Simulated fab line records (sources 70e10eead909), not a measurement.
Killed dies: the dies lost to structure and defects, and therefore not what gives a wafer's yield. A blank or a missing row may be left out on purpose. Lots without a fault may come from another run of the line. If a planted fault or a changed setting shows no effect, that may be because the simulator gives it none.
Chamber matching + flow nandHarc + NHARC_P_GATE_STRIP_101 on rieDiel-09 has 4 sister chambers
The step strips in O2, time 20 s. 16 wafers are shown with their chamber, then 8 later ones without.

WAFERS PAIRED WITH THEIR CHAMBERS
| wafer  | chamber | showerheadPlenumPTorr (Torr) | drypumpMotorCurrentA (A) | oesProductAu (a.u.) |
|--------|---------|------------------------------|--------------------------|---------------------|
| L076.1 | 0       | 3.60                         | 4.9                      | 0.985               |
| L076.3 | 1       | 3.59                         | 6.1                      | 1.012               |
| L076.5 | 0       | 3.60                         | 4.9                      | 0.995               |
| L079.2 | 0       | 3.60                         | 4.9                      | 1.009               |
| L079.3 | 2       | 3.33                         | 6.0                      | 1.006               |
| L079.4 | 2       | 3.33                         | 6.0                      | 1.008               |
| L083.1 | 2       | 3.33                         | 6.0                      | 1.038               |
| L083.5 | 2       | 3.33                         | 6.0                      | 1.033               |
| L083.6 | 3       | 3.71                         | 6.1                      | 1.023               |
| L085.2 | 1       | 3.58                         | 6.1                      | 0.996               |
| L085.3 | 2       | 3.33                         | 6.0                      | 1.012               |
| L085.5 | 1       | 3.58                         | 6.1                      | 0.995               |
| L086.1 | 2       | 3.33                         | 6.0                      | 1.005               |
| L086.2 | 0       | 3.60                         | 4.8                      | 1.007               |
| L086.3 | 1       | 3.58                         | 6.1                      | 1.000               |
| L089.1 | 3       | 3.71                         | 6.1                      | 1.006               |

SIGNATURES (averages over the wafers above)
| reading               | chamber 0 | chamber 1 | chamber 2 | chamber 3 | scatter within a chamber |
|-----------------------|-----------|-----------|-----------|-----------|--------------------------|
| showerheadPlenumPTorr | 3.6000    | 3.5825    | 3.3300    | 3.7100    | 0.0025                   |
| drypumpMotorCurrentA  | 4.875     | 6.100     | 6.000     | 6.100     | 0.025                    |
| oesProductAu          | 0.99900   | 1.00075   | 1.01700   | 1.01450   | 0.0121                   |
Rule: a wafer lies at a distance from a chamber equal to the root of the sum of squares, over the readings, of (its reading less the chamber's mean, divided by the reading's scatter). The wafer belongs to the nearest chamber; if the next one is less than 2 further off, it can't be placed. The scatter: take each reading less its chamber's mean, square it, sum over the shown wafers, divide by the number of wafers less the number of chambers, and take the root.

WAFERS WITHOUT THEIR CHAMBER
| wafer  | showerheadPlenumPTorr (Torr) | drypumpMotorCurrentA (A) | oesProductAu (a.u.) |
|--------|------------------------------|--------------------------|---------------------|
| L089.4 | 3.33                         | 6.0                      | 1.023               |
| L089.6 | 3.58                         | 6.1                      | 1.012               |
| L095.2 | 3.58                         | 6.1                      | 1.021               |
| L095.3 | 3.59                         | 4.8                      | 1.002               |
| L095.6 | 3.71                         | 6.1                      | 1.012               |
| L097.1 | 3.59                         | 4.8                      | 1.008               |
| L097.3 | 3.33                         | 6.0                      | 0.977               |
| L097.6 | 3.33                         | 6.0                      | 0.975               |

WHICH CHAMBER EACH ONE RAN IN
| wafer  | from the rows above | in truth |
|--------|---------------------|----------|
| L089.4 | 2                   | 2        |
| L089.6 | 1                   | 1        |
| L095.2 | 1                   | 1        |
| L095.3 | 0                   | 0        |
| L095.6 | 3                   | 3        |
| L097.1 | 0                   | 0        |
| L097.3 | 2                   | 2        |
| L097.6 | 2                   | 2        |
Correctly placed: 8 of 8. Left unplaced by these rows: 0. Wrongly placed: 0.
